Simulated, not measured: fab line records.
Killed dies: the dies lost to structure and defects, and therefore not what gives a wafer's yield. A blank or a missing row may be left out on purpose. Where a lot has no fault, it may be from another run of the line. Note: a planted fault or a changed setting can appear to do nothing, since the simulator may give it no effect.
Comparing a struck lot with a sound one + flow nandHarc + 15 out of 1302 route steps
Sound: the wafers L114.1, L114.2, L114.6. Wafers L107.1, L107.2, L107.3 were the ones struck. Last of all comes the cause.
For every step that has rows: the tool of each side, followed by ch and its chambers, followed by its first start. Under that, the readings that differ: sound wafers + struck wafers + difference of the means + sigmas: that difference in standard deviations of wafers without a fault.
alike: readings with means less than 2 such deviations apart, plus words and numbers identical on both sides. not compared: withheld readings, readings lacking a value on some wafer, bounds such as >300 that could conceal the same value, and numbers that have no deviation in the record and whose values overlap.
The two part at a step that has a row with sigmas, a row that says differs or no value, or rows on one side only. When numbers do not overlap yet have no deviation, they are printed without sigmas and do not part them. Lack of a reading on every wafer of one side parts them only where that side has two or more wafers.

NHARC_A_CHANNEL_FILL_D1_ALD_16: deposits SiO2, target thk 1.5 nm, pulse time 10 s, ald cycles 15.
  sound on aldHk-04 ch 0,2,3, day 17 06:38; struck on aldHk-02 ch 1,2,3, day 14 06:23
  alike: heaterPowerW, precursorPulseHeightRel
then, 2 steps without rows for these wafers: NHARC_A_CHANNEL_FILL_D1_ANNEAL_17 (time 1800 s); NHARC_A_CHANNEL_FILL_D1_CVD_18 (deposits poly-Si, target thk 3 nm).
NHARC_A_CHANNEL_FILL_D1_ETCHBACK_19: etches the open film in HBr/Cl2, target depth 5 nm, time 1.7 s.
  sound on rieSi-01 ch 0,1, day 17 19:45; struck on rieSi-06 ch 0,1,3, day 14 18:45
| reading             | sound             | struck            | difference | sigmas |
|---------------------|-------------------|-------------------|------------|--------|
| oesProductAu (a.u.) | 1.019 1.001 1.019 | 0.991 0.993 0.987 | -0.023     | -2     |
  alike: drypumpMotorCurrentA, mfcCl2Sccm, throttleValvePct
  not compared: rfHoursCounterH
NHARC_A_CHANNEL_FILL_D1_ETCHBACK_20: etches the open film in C4F8/O2/Ar, target depth 27 nm, time 13.5 s.
  sound on rieDiel-01 ch 1,3, day 17 19:53; struck on rieDiel-06 ch 0,2,3, day 14 18:52
  alike: oesProductAu, rfVppV, runLengthS
  not compared: rfHoursCounterH
NHARC_A_CHANNEL_FILL_D1_STRIP_28: strips in O2, time 20 s.
  sound on rieDiel-01 ch 1,3, day 17 19:58; struck on rieDiel-06 ch 0,1,2, day 14 18:58
  alike: drypumpMotorCurrentA, oesProductAu, rfVppV, showerheadPlenumPTorr, throttleValvePct
  not compared: rfHoursCounterH
then, 4 steps without rows for these wafers: NHARC_A_CHANNEL_FILL_D1_PRECLEAN_21 (cleans in dHF, time 30 s); NHARC_A_CHANNEL_FILL_D1_SRD_23; NHARC_A_CHANNEL_FILL_D1_CVD_05 (deposits poly-Si, target thk 5 nm); NHARC_A_CHANNEL_FILL_D1_ANNEAL_22 (time 7200 s).
NHARC_A_CHANNEL_FILL_D1_THK_MEAS_06: measures by ellipsometry.
  sound on filmMetro-02, day 18 07:48; struck on filmMetro-01, day 15 06:50
  alike: thkNm
then, 1 step without rows for these wafers: NHARC_A_CHANNEL_FILL_D1_ALD_25 (deposits SiOx, target thk 60 nm, pulse time 10 s, ald cycles 600).
NHARC_A_CHANNEL_FILL_D1_ETCHBACK_08: etches the open film in C4F8, target depth 220 nm, time 110 s.
  sound on rieDiel-06 ch 0,2,3, day 18 13:25; struck on rieDiel-01 ch 0,1,2, day 15 12:25
| reading        | sound             | struck            | difference | sigmas      |
|----------------|-------------------|-------------------|------------|-------------|
| runLengthS (s) | 131.7 130.9 131.0 | 254.2 254.2 254.8 | +123.2     | +99 or more |
  alike: oesProductAu, rfVppV
  not compared: rfHoursCounterH
NHARC_A_CHANNEL_FILL_D1_STRIP_29: strips in O2, time 20 s.
  sound: rieDiel-06 ch 0,2,3; struck: rieDiel-01 ch 1,2,3
  alike: drypumpMotorCurrentA, oesProductAu, rfVppV, showerheadPlenumPTorr, throttleValvePct
  not compared: rfHoursCounterH
-- record jumps: 13 days between struck wafers' starts before vs after; left off in module A_CHANNEL_FILL_D1, resumes in module END, first step shown is number 1302 of the route --
NHARC_END_SORT_01:
  sound on prober-02 ch 0, day 32 01:05; struck on prober-01 ch 0, day 28 23:58
  alike: killedAtArray, killedAtOther, killedAtPeriphery, killedDies, killedOpen, killedShort

== WHERE THEY PART ==
Last at NHARC_A_CHANNEL_FILL_D1_ETCHBACK_08 as far as this record goes, first at NHARC_A_CHANNEL_FILL_D1_ETCHBACK_19. Later steps at which nothing parts them and some readings are alike: NHARC_A_CHANNEL_FILL_D1_STRIP_29, NHARC_END_SORT_01.

WHY: what had been put in by the simulator
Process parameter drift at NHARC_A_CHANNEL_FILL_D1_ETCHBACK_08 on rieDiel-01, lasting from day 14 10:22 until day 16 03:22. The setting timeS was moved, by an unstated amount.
